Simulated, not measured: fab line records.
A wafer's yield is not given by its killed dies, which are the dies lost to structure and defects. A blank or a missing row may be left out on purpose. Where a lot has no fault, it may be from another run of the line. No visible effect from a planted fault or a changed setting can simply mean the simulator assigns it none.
Chamber matching -- flow n5-finfet -- N5_BEOL_M2_ETCH_69 on rie-diel-06: 4 sister chambers
The step etches SiARC in CF4, target depth 15.6 nm, time 26 s. 4 wafers are shown with their chamber, then 7 later ones without.

== EACH WAFER AND ITS CHAMBER ==
wafer,chamber,showerhead-plenum-p-Torr (Torr)
L078.2,1,2.11
L088.2,2,2.08
L091.1,0,2.06
L091.3,3,2.23

== WAFERS WITHOUT THEIR CHAMBER ==
wafer,showerhead-plenum-p-Torr (Torr)
L091.6,2.23
L093.2,2.10
L093.3,2.07
L093.6,2.07
L094.1,2.07
L094.4,2.05
L094.5,2.10

== THE CHAMBER EACH PASSED THROUGH ==
wafer,from the rows above,in truth
L091.6,3,3
L093.2,can't be placed: 1 or 2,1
L093.3,can't be placed: 0 or 2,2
L093.6,can't be placed: 0 or 2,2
L094.1,can't be placed: 0 or 2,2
L094.4,0,0
L094.5,can't be placed: 1 or 2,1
Placed correctly: 2 of 7. From these rows, 5 cannot be placed; in 5 the true chamber is one of the candidates. Number placed wrongly: 0.
How it was worked out, from the rows above alone: a wafer's distance from a chamber is the root of the sum, over the readings, of the square of ((its reading less the chamber's mean) divided by the reading's scatter). If the next closest chamber is less than 2 further off than the closest, the wafer can't be placed; otherwise it belongs to the closest. For every chamber, the mean is computed from those of its wafers that are shown. The scatter: with one shown wafer a chamber, the root of the mean of the squares of how far each hidden wafer lies from its nearest shown one.
